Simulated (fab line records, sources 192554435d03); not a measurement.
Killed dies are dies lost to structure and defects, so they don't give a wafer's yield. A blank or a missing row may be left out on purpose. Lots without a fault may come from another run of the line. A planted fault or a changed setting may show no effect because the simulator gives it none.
Split-lot experiment | flow n5_finfet | 7 lots, 39 wafers read, on a route of 1938 steps

THE SPLIT
At N5_BEOL_M15_SPUTTER_44 (material Ta, target thk 15 nm, time 24.19 s), the setting time_s was moved away from the recipe's 24.19 s on 18 of the 39 wafers read, by -45.7% to +57.3%. The other wafers ran this setting at the recipe's value.

FROM THE SPLIT TO THE READING: what the file shows between them, 3 steps
- N5_BEOL_M15_SPUTTER_45: material Cu, target thk 100 nm, time 16.67 s
- N5_BEOL_M15_ECD_47: material Cu, target thk 1860 nm
- N5_BEOL_M15_ANNEAL_48: time 90 s

THE READING
barrier_field_endpoint_s, in s, at N5_BEOL_M15_CMP_49 (polishes, stops on SiO2, t overpolish 4.9 s, target thk 850 nm). Fault-free wafers of this fab line usually give 11.46 s, standard deviation 0.19 s.

wafer  | tool, chamber at the split | time_s as run, s | against the recipe | barrier_field_endpoint_s, s | against lot-mates on the recipe
L081.1 | pvd_sputter-01, -          | 24.19            | recipe             | 11.79                       | -
L081.3 | pvd_sputter-01, -          | 24.19            | recipe             | 11.70                       | -
L081.2 | pvd_sputter-01, -          | 24.19            | recipe             | 11.63                       | -
L081.4 | pvd_sputter-01, -          | 38.05            | +57.3%             | 15.01                       | +3.30
L081.5 | pvd_sputter-01, -          | 38.05            | +57.3%             | 15.02                       | +3.31
L081.6 | pvd_sputter-01, -          | 38.05            | +57.3%             | 14.98                       | +3.27
L083.2 | pvd_sputter-02, -          | 24.19            | recipe             | 11.43                       | -
L083.5 | pvd_sputter-02, -          | 24.19            | recipe             | 11.40                       | -
L083.6 | pvd_sputter-02, -          | 24.19            | recipe             | 11.41                       | -
L085.4 | pvd_sputter-03, -          | 13.13            | -45.7%             | 8.87                        | -2.43
L085.2 | pvd_sputter-03, -          | 13.13            | -45.7%             | 8.64                        | -2.66
L085.3 | pvd_sputter-03, -          | 24.19            | recipe             | 11.35                       | -
L085.1 | pvd_sputter-03, -          | 24.19            | recipe             | 11.13                       | -
L085.5 | pvd_sputter-03, -          | 13.13            | -45.7%             | 8.83                        | -2.47
L085.6 | pvd_sputter-03, -          | 24.19            | recipe             | 11.43                       | -
L091.3 | pvd_sputter-03, -          | 24.19            | recipe             | 11.54                       | -
L091.2 | pvd_sputter-03, -          | 37.53            | +55.1%             | 14.47                       | +2.95
L091.4 | pvd_sputter-03, -          | 24.19            | recipe             | 11.24                       | -
L091.1 | pvd_sputter-03, -          | 24.19            | recipe             | 11.79                       | -
L091.6 | pvd_sputter-03, -          | 37.53            | +55.1%             | 14.83                       | +3.31
L091.5 | pvd_sputter-03, -          | 37.53            | +55.1%             | 14.60                       | +3.08
L092.1 | pvd_sputter-03, -          | 24.19            | recipe             | 11.32                       | -
L092.2 | pvd_sputter-03, -          | 24.19            | recipe             | 11.54                       | -
L092.3 | pvd_sputter-03, -          | 24.19            | recipe             | 11.39                       | -
L092.4 | pvd_sputter-03, -          | 30.65            | +26.7%             | 13.10                       | +1.68
L092.6 | pvd_sputter-03, -          | 30.65            | +26.7%             | 13.18                       | +1.76
L092.5 | pvd_sputter-03, -          | 30.65            | +26.7%             | 13.10                       | +1.68
L093.2 | pvd_sputter-01, -          | 34.27            | +41.7%             | 13.49                       | +2.00
L093.3 | pvd_sputter-01, -          | 34.27            | +41.7%             | 13.91                       | +2.42
L093.4 | pvd_sputter-01, -          | 24.19            | recipe             | 11.40                       | -
L093.1 | pvd_sputter-01, -          | 24.19            | recipe             | 11.65                       | -
L093.6 | pvd_sputter-01, -          | 24.19            | recipe             | 11.41                       | -
L093.5 | pvd_sputter-01, -          | 34.27            | +41.7%             | 13.85                       | +2.36
L096.3 | pvd_sputter-02, -          | 24.19            | recipe             | 11.48                       | -
L096.4 | pvd_sputter-02, -          | 32.6             | +34.8%             | 13.30                       | +1.99
L096.2 | pvd_sputter-02, -          | 24.19            | recipe             | 11.15                       | -
L096.1 | pvd_sputter-02, -          | 32.6             | +34.8%             | 13.41                       | +2.10
L096.6 | pvd_sputter-02, -          | 32.6             | +34.8%             | 13.26                       | +1.95
L096.5 | pvd_sputter-02, -          | 24.19            | recipe             | 11.30                       | -

THE FIT
A straight line over all 39 wafers: barrier_field_endpoint_s changes by +0.0586 s for each +1% of time_s; r = +0.99; the points scatter about the line by 0.18 s.
The same after taking each lot's own level away (the mean of its wafers on the recipe; 39 wafers): +0.0565 s for each +1%; r = +1.00; scatter 0.14 s.
On that fit, the largest move of time_s shifts the reading by 3.2 s.
The lots' own levels span 11.303 to 11.707 s, that is 2.1 times the standard deviation above.
So the lot-to-lot level changes the slope little: the two slopes agree.
Check: with one of the wafers moved furthest among these (+57.3%) left out of the fit, the line predicts +3.25 s for it against its lot-mates. It came out at +3.3 s against them.

OTHER SPLITS ON THESE WAFERS
These wafers also went through other splits before the reading. Each is held against what the fit with the lots' levels taken away leaves over:
other split on the same wafers     | wafers away from the commonest value | r with barrier_field_endpoint_s (lot level and that fit taken away)
N5_BEOL_M9_TRENCH_ETCH_37 time_s   | 15                                   | -0.32
N5_BEOL_M11_CURE_72 time_s         | 18                                   | +0.22
N5_BEOL_M12_ETCH_68 target_depth_a | 9                                    | +0.05

THE WHOLE CHAIN: every reading that the file lists as answering this split, in the file's order
step                   | what it does                                                   | reading                                                                           | change (the file's fit)               | r (the file's)
N5_BEOL_M15_SPUTTER_44 | material Ta, target thk 15 nm, time 24.19 s                    | Ta_of_BEOL_M15_SPUTTER_44.thk_nm (the simulator's own value, which no gauge read) | +0.149 nm for each +1% of the setting | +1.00
N5_BEOL_M15_CMP_49     | polishes, stops on SiO2, t overpolish 4.9 s, target thk 850 nm | barrier_field_endpoint_s                                                          | +0.0568 s for each +1% of the setting | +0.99

THE FILE'S OWN FIT
barrier_field_endpoint_s changes by +0.0568 s for each +1% of time_s, r = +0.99.
